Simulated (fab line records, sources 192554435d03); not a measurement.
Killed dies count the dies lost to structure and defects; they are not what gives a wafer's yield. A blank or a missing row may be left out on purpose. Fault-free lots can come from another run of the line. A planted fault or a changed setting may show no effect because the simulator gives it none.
fab line records	flow n5-finfet
[record] lots = 4	wafers = 11	last-day = 19
route steps=1938 shown BEOL_M4@1032 PASSIVATION@1936
lots that met no fault: taken from a fault-free run of the same line
start-h: hours from the record's opening day to when the first of the lot's shown wafers began	wait-h: time in hours since the lot's previous step	" identical to the entry in the row above	L1.1+2: a single row standing in for several wafers	- either no value or no given start	* or withheld: withheld	< > ~ a bound
route shown NAME@n: a module of which the file shows steps, and the number in the route of the first	usual: mean and standard deviation over wafers with no fault	same: alike in all rows	chamber/n: place in a boat	sites: per-site readings	_std_site: their standard deviation	_edge_site: inner sites' mean taken away from outer sites' mean	radius-mm: for every site, how far away it sits from the centre of the wafer	mask NAME#n: copy n	behind: the last tool/chamber to shape the wafer	hold: the reason the lot was held/the length of the hold in hours/how it ended	device: the n, p or np transistor that did not switch	end of line: tests of these same wafers at the route's end	a step without rows: its recipe alone	killed: at the first sort, the dies lost to defects and structure; wafer yield is something else	map: a wafer's dies, marking killed ones x, the rest . and places with no die _
set.NAME: the run value of the setting; set.NAME@STEP: its run value at that earlier step	model.NAME: the simulator's own value behind a step, which no gauge read
lots seen at some steps along the route; tables by step, rows by wafer
services: from which hour (start-h, from the record's first day; less than 0 if before it) a tool's chamber was out of use, for how many hours, and why
[[steps]]
[step N5_BEOL_M4_PEB_09]
[recipe] peb-temp-c = 100	peb-time-s = 60	resist = CAR-EUV
[step N5_BEOL_M4_DEVELOP_10]
[recipe] develop-time-s = 30	developer = TMAH	resist = CAR-EUV	rinse-liquid = surfactant-rinse	dry = air-spin	dev-temp-c = 23
[step N5_BEOL_M4_DESCUM_16]
[recipe] chemistry = O2	time-s = 7	source-power-w = 50	bias-power-w = 20	pressure-mtorr = 20	rf-frequency-hz = 2.712e+07	temp-c = 40	resist = CAR-EUV	o2-flow-sccm = 225
[step N5_BEOL_M4_ETCH_74]
[recipe] chemistry = N2/H2	target = underlayer	target-depth-a = 65	mask-material = CAR-EUV	time-s = 5.2	ion-energy-ev = 200	pressure-mtorr = 30	source-w = 840	bias-w = 150	n2-flow-sccm = 200	h2-flow-sccm = 200	ends = cleared
[step N5_BEOL_M4_ETCH_63]
[recipe] chemistry = CF4	target = SiARC	target-depth-a = 156	mask-material = CAR-EUV	time-s = 26	ion-energy-ev = 80	pressure-mtorr = 40	source-w = 545	bias-w = 36	Ar_flow_sccm = 100	cf4-flow-sccm = 100	ends = cleared
[step N5_BEOL_M4_ETCH_64]
[recipe] chemistry = N2/H2	target = SOC	target-depth-a = 750	overetch-a = 225	mask-material = SiARC	temp-c = 40	time-s = 121.9	ion-energy-ev = 200	pressure-mtorr = 30	source-w = 840	bias-w = 150	n2-flow-sccm = 200	h2-flow-sccm = 200
[step N5_BEOL_M4_STRIP_65]
[recipe] chemistry = N2/H2	temp-c = 40	n2-flow-sccm = 200	h2-flow-sccm = 200	rf-frequency-hz = 6e+07
[step N5_BEOL_M4_STRIP_75]
[recipe] chemistry = N2/H2	temp-c = 40	n2-flow-sccm = 200	h2-flow-sccm = 200	rf-frequency-hz = 6e+07
[step N5_BEOL_M4_STRIP_66]
[recipe] chemistry = CF4	resist = SiARC	power-w = 300	bias-power-w = 75	pressure-mtorr = 50	cf4-flow-sccm = 150	rf-frequency-hz = 6e+07
[step N5_BEOL_M4_HM_OPEN_17]
[recipe] chemistry = Cl2/BCl3	target-depth-a = 200	overetch-a = 60	target = TiN	mask-material = SOC	ion-energy-ev = 150	pressure-mtorr = 10	icp-w = 1000	bias-w = 126	Cl2_flow_sccm = 53.25	bcl3-flow-sccm = 21.75	Ar_flow_sccm = 25
[usual] drypump-motor-current-A = 5.94/0.12	oes_ar_750_au = 0.82/0.09	oes-product-au = 0.70/0.077	throttle-valve-pct = 21.98/0.24
lot.wafer	tool	chamber	start-h	wait-h	drypump-motor-current-A	oes_ar_750_au	oes-product-au	rf-hours-counter-h	throttle-valve-pct	model.etch.depth-nm	model.SOC_of_BEOL_M4_COAT_61.thk-nm	model.BEOL_M4.cd-offset-nm
L358.1	rie-metal-02	1	220.66	0.0	5.79	0.78	0.66	39	21.82	19.89	51.8	-0.2
L358.3	"	0	"	"	6.16	0.79	0.60	-	22.49	16.35	54.8	-0.4
L358.4	"	1	"	"	5.85	0.79	0.59	-	21.97	15.9	55	-0.4
L359.4	rie-metal-02	1	224.69	0.1	5.84	0.78	0.59	-	21.98	15.84	55.4	-0.6
L359.6	"	1	"	"	5.80	0.78	0.66	-	21.84	19.89	52.2	0
L368.2	rie-metal-01	1	309.09	0.1	5.91	0.83	0.70	-	21.81	19.91	52.2	-0.6
L368.4	"	1	"	"	5.93	0.84	0.70	-	21.81	19.84	52.2	0
L368.5	"	1	"	"	5.90	0.83	0.70	-	21.79	20.01	52.2	-0.2
L374.3	rie-metal-02	1	326.52	0.1	5.84	0.76	0.64	-	21.86	20.5	52.2	0
L374.4	"	0	"	"	6.15	0.77	0.66	-	22.41	20.23	52	0
L374.6	"	0	"	"	6.14	0.76	0.66	-	22.38	20.56	52	0.2
[step N5_BEOL_M4_STRIP_19]
[recipe] chemistry = O2	power-w = 400	temp-c = 40	pressure-mtorr = 30	rf-frequency-hz = 6e+07	bias-power-w = 0	overash-fraction = 0.2	o2-flow-sccm = 225
[step N5_BEOL_M4_COAT_67]
[recipe] resist = SOC	temp-c = 250	time-s = 60	spin-rpm = 1500	resist-thk-nm = 60
[step N5_BEOL_M4_COAT_68]
[recipe] resist = SiARC	temp-c = 220	time-s = 60	spin-rpm = 1500	resist-thk-nm = 12
[step N5_BEOL_M4_COAT_76]
[recipe] resist = underlayer	temp-c = 205	time-s = 60	spin-rpm = 1500	resist-thk-nm = 5
[step N5_BEOL_M4_COAT_22]
[recipe] resist = CAR-EUV	spin-rpm = 1500	resist-thk-nm = 30
[step N5_BEOL_M4_EBR_24]
[recipe] solvent = PGMEA	ebr-width-mm = 1.5
[step N5_BEOL_M4_SOFTBAKE_23]
[recipe] temp-c = 110	time-s = 60	resist = CAR-EUV
[step N5_BEOL_M4_EXPOSE_25]
[recipe] mask-id = V3	na = 0.33	source-shape = quasar	sigma-inner = 0.2	sigma-outer = 0.8	polarization = unpolarized	defocus-nm = 5	dose-mj = 63
[step N5_BEOL_M4_PEB_26]
[recipe] peb-temp-c = 100	peb-time-s = 60	resist = CAR-EUV
[step N5_BEOL_M4_DEVELOP_27]
[recipe] develop-time-s = 30	developer = TMAH	resist = CAR-EUV	rinse-liquid = surfactant-rinse	dry = air-spin	dev-temp-c = 23
[step N5_BEOL_M4_DESCUM_33]
[recipe] chemistry = O2	time-s = 7	source-power-w = 50	bias-power-w = 20	pressure-mtorr = 20	rf-frequency-hz = 2.712e+07	temp-c = 40	resist = CAR-EUV	o2-flow-sccm = 225
[step N5_BEOL_M4_ETCH_77]
[recipe] chemistry = N2/H2	target = underlayer	target-depth-a = 65	mask-material = CAR-EUV	time-s = 5.2	ion-energy-ev = 200	pressure-mtorr = 30	source-w = 840	bias-w = 150	n2-flow-sccm = 200	h2-flow-sccm = 200	ends = cleared
[step N5_BEOL_M4_ETCH_69]
[recipe] chemistry = CF4	target = SiARC	target-depth-a = 156	mask-material = CAR-EUV	time-s = 26	ion-energy-ev = 80	pressure-mtorr = 40	source-w = 545	bias-w = 36	Ar_flow_sccm = 100	cf4-flow-sccm = 100	ends = cleared
[step N5_BEOL_M4_ALD_98]
[recipe] material = SiO2	target-thk-a = 25	temp-c = 100	ald-precursor-family = BDEAS	ald-co-reactant = O2-plasma	pulse-time-s = 1	co-reactant-pulse-time-s = 1	purge-time-s = 2	co-reactant-purge-time-s = 2	ald-cycles = 17	pressure-torr = 2
[step N5_BEOL_M4_ETCHBACK_99]
[recipe] chemistry = CHF3	target = SiO2	target-depth-a = 50	time-s = 10.4	source-w = 215	bias-w = 47	Ar_flow_sccm = 200	CHF3_flow_sccm = 12	ion-energy-ev = 100	pressure-mtorr = 30
[usual] drypump-motor-current-A = 5.8/0.49	oes_ar_750_au = 0.80/0.075	oes-product-au = 0.80/0.081	rf-vpp-V = 241.2/2.7	showerhead-plenum-p-Torr = 2.16/0.053	throttle-valve-pct = 17.14/0.24
lot.wafer	tool	chamber	start-h	wait-h	drypump-motor-current-A	oes_ar_750_au	oes-product-au	rf-hours-counter-h	rf-vpp-V	showerhead-plenum-p-Torr	throttle-valve-pct
L358.1	rie-diel-04	0	228.38	6.8	6.2	0.91	0.92	10	244.1	2.20	16.82
L358.3	"	3	"	"	5.5	0.88	0.38	38	243.6	2.20	16.96
L358.4	"	1	"	"	6.3	0.95	0.37	6	242.7	2.11	16.80
L359.4	rie-diel-04	1	250.43	24.4	6.2	0.92	0.37	13	242.6	2.11	16.81
L359.6	"	2	"	"	5.5	0.71	0.68	-	240.8	2.14	17.45
L368.2	rie-diel-04	0	330.25	19.9	6.2	0.84	0.84	43	243.7	2.19	16.88
L368.4	"	2	"	"	5.6	0.68	0.67	230	239.0	2.13	17.49
L368.5	"	2	"	"	5.6	0.68	0.67	-	241.1	2.13	17.49
L374.3	rie-diel-04	0	346.97	19.6	6.2	0.83	0.85	47	244.2	2.19	16.88
L374.4	"	2	"	"	5.6	0.68	0.67	233	240.8	2.13	17.49
L374.6	"	0	"	"	6.2	0.84	0.84	-	244.1	2.19	16.88
[step N5_BEOL_M4_ETCH_70]
[recipe] chemistry = N2/H2	target = SOC	target-depth-a = 800	overetch-a = 240	mask-material = SiARC	temp-c = 40	time-s = 130	ion-energy-ev = 200	pressure-mtorr = 30	source-w = 840	bias-w = 150	n2-flow-sccm = 200	h2-flow-sccm = 200
[step N5_BEOL_M4_STRIP_71]
[recipe] chemistry = N2/H2	temp-c = 40	n2-flow-sccm = 200	h2-flow-sccm = 200	rf-frequency-hz = 6e+07
[step N5_BEOL_M4_STRIP_78]
[recipe] chemistry = N2/H2	temp-c = 40	n2-flow-sccm = 200	h2-flow-sccm = 200	rf-frequency-hz = 6e+07
[step N5_BEOL_M4_VIA_ETCH_34]
[recipe] chemistry = C4F6/O2	target-depth-a = 694	mask-material = SOC	pressure-mtorr = 15	ion-energy-ev = 250	taper-deg = 4	time-s = 65.9	source-w = 350	bias-w = 170	Ar_flow_sccm = 300	C4F6_flow_sccm = 10	O2_flow_sccm = 10
[usual] drypump-motor-current-A = 5.8/0.49	oes_ar_750_au = 0.80/0.075	oes-product-au = 0.80/0.082	rf-vpp-V = 667/7.2	showerhead-plenum-p-Torr = 2.85/0.068	throttle-valve-pct = 30.85/0.22
lot.wafer	tool	chamber	start-h	wait-h	drypump-motor-current-A	oes_ar_750_au	oes-product-au	rf-hours-counter-h	rf-vpp-V	showerhead-plenum-p-Torr	throttle-valve-pct
L358.1	rie-diel-04	0	228.52	0.0	6.2	0.91	0.93	10	674	2.90	30.59
L358.3	"	3	"	"	5.5	0.89	0.39	38	671	2.90	30.69
L358.4	"	1	"	"	6.2	0.95	0.37	6	667	2.79	30.46
L359.4	rie-diel-04	1	250.57	0.0	6.2	0.92	0.38	13	668	2.78	30.47
L359.6	"	2	"	"	5.6	0.69	0.69	-	663	2.83	31.16
L368.2	rie-diel-04	0	330.39	0.0	6.2	0.84	0.85	43	674	2.89	30.62
L368.4	"	2	"	"	5.6	0.68	0.67	230	661	2.82	31.20
L368.5	"	2	"	"	5.5	0.68	0.67	-	663	2.82	31.19
L374.3	rie-diel-04	0	347.11	0.0	6.2	0.84	0.84	47	673	2.89	30.62
L374.4	"	2	"	"	5.6	0.67	0.66	233	662	2.82	31.20
L374.6	"	0	"	"	6.2	0.84	0.84	-	674	2.89	30.62
[step N5_BEOL_M4_STRIP_83]
[recipe] chemistry = C4F6/O2	resist = SiARC	rf-frequency-hz = 6e+07
[step N5_BEOL_M4_STRIP_36]
[recipe] chemistry = N2/H2	power-w = 450	temp-c = 40	pressure-mtorr = 20	rf-frequency-hz = 6e+07	overash-fraction = 0.3	bias-power-w = 7	h2-frac = 0.5	n2-flow-sccm = 200	h2-flow-sccm = 200
[step N5_BEOL_M4_TRENCH_ETCH_37]
[recipe] chemistry = C4F6/O2	target-depth-a = 555.55	target = SiOC	time-s = 29.2	ion-energy-ev = 250	pressure-mtorr = 30	source-w = 355	bias-w = 185	Ar_flow_sccm = 300	C4F6_flow_sccm = 10	O2_flow_sccm = 10
[step N5_BEOL_M4_STRIP_97]
[recipe] chemistry = N2/H2	time-s = 10	power-w = 450	temp-c = 40	pressure-mtorr = 20	rf-frequency-hz = 6e+07	bias-power-w = 7	n2-flow-sccm = 200	h2-flow-sccm = 200
[step N5_BEOL_M4_OCD_MEAS_38]
[usual] trench-depth-nm = 55.3/0.83
lot.wafer	tool	chamber	start-h	wait-h	trench-depth-nm
L358.1	ocd-02	-	228.77	-	56.3
L358.3	"	-	"	"	5.7
L358.4	"	-	"	"	2.0
L359.4	ocd-01	-	250.83	-	2.7
L359.6	"	-	"	"	53.0
L368.2	ocd-02	-	330.64	-	56.1
L368.4	"	-	"	"	54.5
L368.5	"	-	"	"	55.0
L374.3	ocd-02	-	347.37	-	54.9
L374.4	"	-	"	"	53.8
L374.6	"	-	"	"	54.8
[step N5_BEOL_M4_CD_MEAS_35]
[recipe] target-cd-nm = 18	target-cd-y-nm = 22.4	polarity = opening
[usual] cd-nm = 18.0/0.31
lot.wafer	tool	chamber	start-h	wait-h	cd-nm
L358.1	cd-sem-01	-	228.92	0.0	17.7
L358.3	"	-	"	"	-
L358.4	"	-	"	"	-
L359.4	cd-sem-01	-	250.98	0.0	-
L359.6	"	-	"	"	18.0
L368.2	cd-sem-01	-	330.80	0.0	17.9
L368.4	"	-	"	"	18.5
L368.5	"	-	"	"	18.1
L374.3	cd-sem-03	-	347.53	0.0	17.8
L374.4	"	-	"	"	18.2
L374.6	"	-	"	"	17.9
[step N5_BEOL_M4_THK_MEAS_53]
[recipe] thk-meas-gauge = xrf	reads = Cu_of_BEOL_M4_ECD_50
[usual] M4_THK = 39.1/1.1
lot.wafer	tool	chamber	start-h	wait-h	M4_THK[nm]
L358.1	film-metro-01	-	232.70	-	40.4
L358.3	"	-	"	"	-
L358.4	"	-	"	"	-
L359.4	film-metro-01	-	254.34	-	-
L359.6	"	-	"	"	38.7
L368.2	film-metro-02	-	334.50	-	40.8
L368.4	"	-	"	"	38.9
L368.5	"	-	"	"	40.7
L374.3	film-metro-02	-	351.04	-	37.2
L374.4	"	-	"	"	38.4
L374.6	"	-	"	"	38.1
[step N5_BEOL_M4_RC_MEAS_101]
[usual] DIBL_N = 36.6/1.3	DIBL_P = 36.4/1.4	IOFF_N = 0.167/0.023	IOFF_P = 0.219/0.029	ION_N = 678/8.7	ION_P = 464/6.4	SS_N = 71.5/0.53	SS_P = 73.4/0.57	VT_N = 248.5/2.8	VT_P = -249/3.1
lot.wafer	tool	chamber	start-h	wait-h	DIBL_N[mV/V]	DIBL_P[mV/V]	IOFF_N[nA/um]	IOFF_P[nA/um]	ION_N[uA/um]	ION_P[uA/um]	SS_N[mV/dec]	SS_P[mV/dec]	VT_N[mV]	VT_P[mV]
L358.1	prober-01	0	233.01	0.0	36.1	36.4	0.144	0.185	669	459	71.2	73.2	250.8	-252
L359.6	prober-02	0	255.42	0.8	35.5	34.7	0.141	0.202	676	466	71.0	72.3	249.9	-247
L368.2	prober-02	0	335.03	0.2	38.4	39.2	0.187	0.234	688	464	71.0	74.2	249.4	-251
L368.4	"	0	"	"	36.8	36.9	0.157	0.203	677	461	70.6	74.0	250.3	-252
L368.5	"	0	"	"	37.0	36.7	0.159	0.202	674	465	71.0	73.6	251.1	-250
L374.3	prober-02	0	351.72	0.3	36.3	37.9	0.161	0.207	675	468	71.6	72.9	251.6	-251
L374.4	"	0	"	"	34.9	35.4	0.138	0.168	667	456	71.0	71.8	251.8	-255
L374.6	"	0	"	"	35.5	36.8	0.152	0.197	676	461	70.6	72.7	248.2	-250
[step N5_PASSIVATION_PROBE_49]
[usual] defect-limited-yield = 91.6/1.6	killed_at_M0_to_M3 = 32/9.7	killed_at_M4_up = 13/4.4	killed-at-contacts = 12/6.5	killed-at-front-end = 38/12	killed-at-other = 3.7/3	killed-dies = 99/18	killed-on-rim = 13/3.9	killed-open = 66/14	killed-short = 32/7.5	sort_bin_5_function = 4.9/1	sort_bin_6_memory = 3.2/0.73	sort-n-pass = 1081/18	sort-yield-pct = 91.6/1.6
[same] gross-dies = 1180	killed-at-back-side = 0	sort_bin_4_leakage[%] = 0	sort_bin_8_speed[%] = 0
lot.wafer	tool	chamber	start-h	wait-h	defect-limited-yield[%]	killed_at_M0_to_M3	killed_at_M4_up	killed-at-contacts	killed-at-front-end	killed-at-other	killed-dies	killed-on-rim	killed-open	killed-short	sort_bin_5_function[%]	sort_bin_6_memory[%]	sort-n-pass	sort-yield-pct[%]
L358.3	prober-02	-	329.35	0.1	14.0	38	904	24	46	3	1015	106	88	34	81.9	3.8	165	14.0
L358.4	prober-02	-	329.40	0.2	2.5	33	1062	14	37	4	1150	152	74	24	94.4	2.9	30	2.5
L359.4	prober-02	-	353.82	0.2	3.9	29	1059	4	36	6	1134	148	55	29	92.8	3.1	46	3.9
L359.6	prober-02	-	353.92	0.3	93.0	36	10	6	29	2	83	12	52	31	4.2	2.5	1097	93.0
L368.2	prober-01	-	448.20	0.1	90.6	44	18	13	36	0	111	16	75	36	6.0	3.3	1069	90.6
L368.4	prober-01	-	448.30	0.2	90.4	31	17	13	51	1	113	9	81	31	5.5	3.7	1067	90.4
L368.5	prober-01	-	448.35	0.2	89.9	59	13	10	36	1	119	16	73	45	5.8	3.8	1061	89.9
// killed by level:class
L358.3 BEOL_M4:area-open=890 MOL_CONTACT_COAG:geometric-particle:open=22 STI_FIN_REVEAL:geometric-particle:open=11 BEOL_M1:geometric-particle:open=10 BEOL_M0_SAQP:geometric-particle:open=9 BEOL_M0_SAQP:geometric-particle:short=9 GATE_CUT:geometric-particle:short=7 FIN_SAQP:geometric-particle:open=6
L358.4 BEOL_M4:area-open=1049 FIN_SAQP:geometric-particle:open=13 MOL_CONTACT_COAG:geometric-particle:open=10 BEOL_M1:geometric-particle:open=9 BEOL_M2:geometric-particle:open=8 BEOL_M0_SAQP:geometric-particle:open=7 FIN_SAQP:geometric-particle:short=6 BEOL_M4:geometric-particle:open=6
L359.4 BEOL_M4:area-open=1050 STI_FIN_REVEAL:geometric-particle:open=18 BEOL_M0_SAQP:geometric-particle:short=11 BEOL_M2:geometric-particle:open=7 STARTING-WAFER:geometric-particle:short=5 BEOL_M0_SAQP:geometric-particle:open=4 STI_FIN_REVEAL:geometric-particle:short=3 DUMMY_GATE:geometric-particle:open=3
L359.6 BEOL_M3:geometric-particle:open=11 BEOL_M0_SAQP:geometric-particle:short=7 STI_FIN_REVEAL:geometric-particle:open=5 BEOL_M2:geometric-particle:open=5 MOL_CONTACT_COAG:geometric-particle:open=5 BEOL_M4:geometric-particle:open=5 ILD0:geometric-particle:short=4 BEOL_M0_SAQP:geometric-particle:open=4
L368.2 BEOL_M1:geometric-particle:open=14 BEOL_M0_SAQP:geometric-particle:short=11 MOL_CONTACT_COAG:geometric-particle:open=10 FIN_SAQP:geometric-particle:short=8 DUMMY_GATE:geometric-particle:open=8 FIN_SAQP:geometric-particle:open=4 STI_FIN_REVEAL:geometric-particle:open=4 GATE_CUT:geometric-particle:open=4
L368.4 MOL_CONTACT_COAG:geometric-particle:open=13 DUMMY_GATE:geometric-particle:open=12 STI_FIN_REVEAL:geometric-particle:open=11 BEOL_M0_SAQP:geometric-particle:short=7 BEOL_M0_SAQP:geometric-particle:open=7 BEOL_M1:geometric-particle:open=6 FIN_SAQP:geometric-particle:open=5 FIN_CUT:geometric-particle:short=5
L368.5 BEOL_M0_SAQP:geometric-particle:short=18 BEOL_M0_SAQP:geometric-particle:open=13 MOL_CONTACT_COAG:geometric-particle:open=9 BEOL_M1:geometric-particle:open=9 BEOL_M2:geometric-particle:open=7 BEOL_M3:geometric-particle:open=7 FIN_SAQP:geometric-particle:short=6 FIN_SAQP:geometric-particle:open=6
// map L358.4 (x killed, . not)
_________________xxxxxxxxxxxx________________
______________xxxxxxxxxxxxxxxxxx_____________
___________xxxxxxxxxxxxxxxxxxxxxxxx__________
__________xxxxxxxxxxxxxxxxxxxxxxxxxx_________
________xxxxxxxxxxxxxxxxxxxxxxxxxxxxxx_______
_______xxxxxxxxxxxxxxxxxxxxxxxxxxxxxxxx______
______xxxxxxxxxxxxxxxxxxxxxxxxxxxxxxxxxx_____
_____xxxxxxxxxxxxxxxxxxxxxxxxxxxxxxxxxxxx____
____xxxxxx.xxxxxxxxxxxxxxxxxxxxxxxxxxxxxxx___
___xxxxxxxxxxxxxxxxxxxxxxxxxxxxxxxxxxxxxxxx__
___xxxxxxxxxxxxxxxxxxxxxxxxxxxxxxxxxxxxxxxx__
__xxxxxxxxxxxxxxxxxxx.xxxxxxxxxxxxxxxxxxxxxx_
__xxxxxxxxxxxxxxxxxxxxxxxxxxxxxxxxxxxxxxxxxx_
_xxxxxxxxxxxxx.xxxxxxxxxxxxxxx.xxxxxxxxxxxxxx
_xxxxxxxxxxxxxxxxxxxxxxxxxxx.x.xxxxxxxxxxxxxx
_xxxxxxxxxxxxxxxxxxxxxxxxxxxxxxxxxxxxxxxxxxxx
_xxxxxxxxxxxxxx.xxxxxxxxxxxxxxxxxx...x.xxxxxx
_xxxxxx.xxxx..xxxxxxxxxxxxxxxxxx.xxx.xxxxxxxx
_xxxxxxxxxxxxxxxxxxxxxxxxxxxxxxxxxx.xxxxxxxxx
_xxxxxxxxx.xxx.xxxxxxxxxxxxxxxxxxxxxxxxxxxxxx
_xxxxxxxxxx.x.xxxxxxxxxxxxxxxxxxxxxxxxxxxxxxx
__xxxxxxxxxxxxxxxxxxx.x.xxxxxxxxxxxxxxxxxxxx_
__xxxxxxxx.xx.xxxxxxxx.xxxxxxxxxxxxxxxxxxxxx_
___xxxxxxxxxxxxxxxxxxx.xxxxxxxxxxxxxxxxxxxx__
___xxxxxxxxxxxxxxxxxxxxxxxxxxxxxxxxxxxxxxxx__
____xxxxxxxxxxxxxxxxxxxxxxxxxxxxxxxxxxxxxx___
_____xxxxxxxxxxxx.xxxxxxxxxxxxxxxxxxxxxxx____
______xxxxxxxxxxxxxxxxxxxxxxxxxxxxxxxxxx_____
_______xxxxxxxxxxxxxxxxxxxxxxxxxxxxxxxx______
________xxxxxxxxxxxxx.xxx.xxxxxxxxxxxx_______
__________xxxxxxxxxxxxxxxxxxxxxxxxxx_________
___________xxxxxxxxxxxxxxxxxxxxxxxx__________
______________xxxxxxxxxxxxxxxxxx_____________
_________________xxxxxxxxxxxx________________
// map L359.4 (x killed, . not)
_________________xxxxxxxxxxxx________________
______________xxxxxxxxxxxxxxxxxx_____________
___________x.x.xxxxxxxxxxxxxxxxxxxx__________
__________xxxxxxxxxxxxxxxxxxxxxxxxxx_________
________xxxxxxxxxxxxx.xxxx.xxxxxxxxxxx_______
_______x.xxxxxxxxxxxxxxxxxxxxxxxxxxxxxx______
______xxxxxxxxxxxxxxxxx.xxxxxxxxxxxxxxxx_____
_____xxxxxxxxxxxxxxxx.xxxx.xxxxxxxxxxxxxx____
____xx.xxxxxxxxxxxxxxxxxxxxxxxxxxxxxxxxxxx___
___xxxxxxxxxxxxxxxxxxxxx.xxxxxxxxxxxxxxxxxx__
___xxxxxxxxxxxxxxxxxxxxxxxxxxxxxxxxxxxxxxxx__
__x.xxxxxxxxxxxxxxxxxx.xxxxxxxxxxxxxxxxxxxxx_
__xxxxxxxxxxxxxxxxxx..xxxxxxxxxxxxxxxxxxxxxx_
_xxxxxxxxxxxx.xxxxxx...xxxxxxxxxxxxxxxxxxxxxx
_xxxxxxxxxxxxxxxxxx.xxxxxxxxxxxxxxxxxxxxxxxxx
_xxxxxxxxxxxxxxxxxxx.xxxxxxxxxxxxxxxxxxxxxxxx
_xxxxxxxxxxxxxx.xxxxx.xxxxxxxxx.xxxxxxxxxxxxx
_xxxxxxxxxxxxxxxxxxxxxxxxxxxxxxxxxxxxxxxxxxxx
_xxxxxxxxxxxxxxxxxxxxxxxxxxxxxx.xxxxxxxxxxxxx
_xxxxx.xxxxxxxxxxxxxxxxxxxxx.xxxxxxxxxxxxxxxx
_xxxxxx.xxxxxxxxxxxxxx.xxxxxxx.xxxxxxxxxxxxxx
__xxxxxxx.xxxxxxxxxxxxxxxxxxxxxxxxxxxxxxxxxx_
__xxxxxxxxxxxxxxxxxxx.x..x.xxxxxxxxxxxxxxxxx_
___xxxxxxxxxx.xxxxxxxx.xxxxxxxxxxxxxxxxxxxx__
___xxxxxxxxxxxxxxxxxxxx.x.xxxxx.xxxxxxxxxxx__
____xxxxxxxxx.xxxxxxxx.xxxxxxxxxxxxxxxxxxx___
_____xxxxxxxxxxxxxxxxxx.xxxxxxxxxxxxxxxxx____
______xxxxxxxxxxxxxxxxxxxxxxxxxxxxxxxxxx_____
_______xxxxxxxxxxxxxxxx..xxxxxxxxxxxxxx______
________xxxxxxxxxxxxxxx..xxxxxxxxxxxxx_______
__________xxxxxxxxxxxxxxxxxxxxxxxxxx_________
___________xxxxxxxxxxxxxxxxxxxxxxxx__________
______________xxxxxxxxxxxxxxxxxx_____________
_________________xxxxxxxxxxxx________________
[[services]]
tool	chamber	start-h	hours	kind
rie-metal-02	0	207.82	1.5	repair
rie-diel-04	0	214.62	7.9	repair
rie-metal-01	-	239.29	14.6	pm
rie-metal-01	0	283.97	2.3	repair
rie-diel-04	2	287.32	7.5	repair
rie-diel-04	2	308.08	5.8	repair
rie-metal-01	0	308.48	-	clean
rie-metal-01	0	308.48	14.4	scheduled-down
rie-metal-01	0	308.48	14.4	vent-cycle
rie-diel-04	2	326.28	1.8	repair
[[key]]
[first-sign] step = N5_BEOL_M4_ETCHBACK_99	reading = oes-product-au	direction = down	sigmas = 5.2	usual = 0.80	struck = 0.37
[effect] step = N5_BEOL_M4_VIA_ETCH_34	reading = oes-product-au	direction = down	sigmas = 5.1	usual = 0.80	struck = 0.38
[effect] step = N5_BEOL_M4_OCD_MEAS_38	reading = trench-depth-nm	direction = down	sigmas = 62	usual = 55.3	struck = 3.5
[effect] step = N5_BEOL_M4_CD_MEAS_35	reading = cd-nm	direction = missing
[effect] step = N5_BEOL_M4_THK_MEAS_53	reading = M4_THK	direction = missing
[effect] step = N5_PASSIVATION_PROBE_49	reading = killed_at_M4_up	direction = up	sigmas = 99+	usual = 13	struck = 1008
[model-effect] step = N5_BEOL_M4_HM_OPEN_17	value = etch.depth-nm	without = 19.89	struck = 16.03
[more-kills-born-at] N5_BEOL_M4_HM_OPEN_17@rie-metal-02 = 2989
met-at N5_BEOL_M4_HM_OPEN_17
struck-wafers L358.3,L358.4,L359.4
later-rows-left-out L358.3,L358.4,L359.4
[fault] kind = process-parameter-drift	tool = rie-metal-02	chamber = -	onset-h = 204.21	steps = N5_BEOL_M4_HM_OPEN_17	channel = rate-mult	offset = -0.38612	shape = step	end-h = 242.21	scope = struck-wafers-only
// later-rows-left-out: the simulator's readings of these wafers behind a module that went badly wrong aren't trusted and aren't shown, but for the sort
